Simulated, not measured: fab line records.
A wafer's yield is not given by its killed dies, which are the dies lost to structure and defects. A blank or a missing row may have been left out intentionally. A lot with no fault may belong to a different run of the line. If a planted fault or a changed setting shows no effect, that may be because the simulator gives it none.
Struck lot and sound lot, side by side / flow n5Finfet / 14 steps out of a route of 1938
Sound: these wafers, L382.1, L382.5, L382.6. The struck wafers were L375.1, L375.3, L375.5. At the end, the cause is stated.
For every step that has rows: the tool of each side, followed by ch and its chambers, followed by its first start. Under that, the readings that differ: sound wafers / struck wafers / difference of the means / sigmas: that difference in standard deviations of wafers without a fault.
alike: same words and numbers on both sides, and readings whose means sit less than 2 such deviations apart. not compared: any withheld reading, any reading some wafer has no value for, any bound like >300 that may hide the same value, and any number with overlapping values for which the record gives no deviation.
Wherever a step has rows on one side only, a row that says differs or no value, or a row with sigmas, the two part there. When numbers do not overlap yet have no deviation, they are printed without sigmas and do not part them. A reading that every wafer of one side lacks parts them only if that side has two wafers or more.

first, 1 step without rows for these wafers: N5_BEOL_M6_STRIP_68 (strips in N2/H2).
N5_BEOL_M6_STRIP_67: strips in CF4.
  sound on rieDiel-03 ch 0,1, day 13 11:18; struck on rieDiel-03 ch 0,1, day 12 03:54
  alike: drypumpMotorCurrentA, oesProductAu, rfVppV, showerheadPlenumPTorr, throttleValvePct
  not compared: rfHoursCounterH
N5_BEOL_M6_HM_OPEN_17: chemistry Cl2/BCl3, target TiN, target depth 20 nm, overetch 6 nm.
  sound on rieMetal-03 ch 0,1, day 13 11:20; struck on rieMetal-03 ch 0,1, day 12 04:00
  alike: drypumpMotorCurrentA, oesProductAu, throttleValvePct
  not compared: rfHoursCounterH
N5_BEOL_M6_STRIP_19: strips in O2.
  sound on rieDiel-05 ch 0,1, day 13 11:41; struck on rieDiel-03 ch 0,3, day 12 04:11
reading=o2FlowSccm (sccm); sound=224.7 224.4 224.3; struck=225.2 225.5 226.7; difference=+1.3; sigmas=+2
  alike: drypumpMotorCurrentA, oesProductAu, rfVppV, showerheadPlenumPTorr, throttleValvePct
  not compared: rfHoursCounterH
N5_BEOL_M6_CD_MEAS_18: pitch 80 nm, target cd 40 nm.
  sound on cdSem-01, day 13 11:45; struck on cdSem-01, day 12 04:16
  alike: cdNm
then, 7 steps without rows for these wafers: N5_BEOL_M6_COAT_63 (time 60 s, resist thk 60 nm); N5_BEOL_M6_COAT_64 (time 60 s, resist thk 12 nm); N5_BEOL_M6_COAT_71 (time 60 s, resist thk 5 nm); N5_BEOL_M6_COAT_22 (resist thk 30 nm); N5_BEOL_M6_EBR_24; N5_BEOL_M6_SOFTBAKE_23 (time 60 s); N5_BEOL_M6_EXPOSE_25 (exposes mask V5, target cd 40 nm).
N5_BEOL_M6_PEB_26: peb time 60 s.
  struck on lithoTrack-01, day 12 05:59; sound on lithoTrack-01 ch 0, day 13 12:00
  no value came back on the struck wafers for chillPlateTempC (C), exhaustPa (Pa), pebTimeS (s); on the sound wafers chillPlateTempC (C) reads 23.07 23.15 22.92
then, 1 step without rows for these wafers: N5_BEOL_M6_DEVELOP_27 (develop time 30 s).

WHERE THEY PART
At N5_BEOL_M6_STRIP_19 first; at N5_BEOL_M6_PEB_26 last (within this record only).

WHY: the cause the simulator had injected
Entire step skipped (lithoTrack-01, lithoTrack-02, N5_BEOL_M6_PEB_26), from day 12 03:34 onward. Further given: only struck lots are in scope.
